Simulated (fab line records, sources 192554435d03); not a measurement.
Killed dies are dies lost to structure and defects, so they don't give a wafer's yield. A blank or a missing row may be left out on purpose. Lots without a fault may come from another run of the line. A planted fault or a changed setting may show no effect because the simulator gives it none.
Chamber matching | flow n5_finfet | N5_BEOL_M13_TRENCH_ETCH_34 on rie_diel-05: 4 sister chambers
The step etches SiOC in C4F8/O2/Ar, target depth 413.47 nm, time 162.6 s. 8 wafers are shown with their chamber, then 7 later ones without.

WAFERS WITH THEIR CHAMBER
wafer  | chamber | drypump_motor_current_A (A) | throttle_valve_pct (%)
L082.2 | 1       | 5.6                         | 24.03
L083.4 | 1       | 5.6                         | 24.04
L093.3 | 3       | 5.1                         | 24.39
L091.1 | 0       | 5.3                         | 24.05
L091.2 | 2       | 6.2                         | 23.87
L091.4 | 3       | 5.1                         | 24.39
L094.1 | 2       | 6.2                         | 23.91
L094.2 | 0       | 5.2                         | 24.05

WAFERS WITHOUT THEIR CHAMBER
wafer  | drypump_motor_current_A (A) | throttle_valve_pct (%)
L094.3 | 5.6                         | 23.83
L096.1 | 5.2                         | 24.06
L096.5 | 5.2                         | 24.08
L096.6 | 5.1                         | 24.40
L097.1 | 5.3                         | 24.07
L097.3 | 6.2                         | 23.91
L097.5 | 5.1                         | 24.41

WHICH CHAMBER EACH WENT THROUGH
wafer  | from the rows above | in truth
L094.3 | 1                   | 1
L096.1 | 0                   | 0
L096.5 | 0                   | 0
L096.6 | 3                   | 3
L097.1 | 0                   | 0
L097.3 | 2                   | 2
L097.5 | 3                   | 3
Placed correctly: 7 of 7. Can't be placed from these rows: 0. Placed wrongly: 0.
How it was worked out, from the rows above alone: a wafer's distance from a chamber is the root of the sum, over the readings, of the square of ((its reading less the chamber's mean) divided by the reading's scatter). The wafer belongs to the nearest chamber; if the next one is less than 2 further off, it can't be placed. A chamber's mean is the mean of its shown wafers. The scatter: the root of (the sum of the squares of (reading less its chamber's mean) over the shown wafers, divided by (wafers less chambers)).
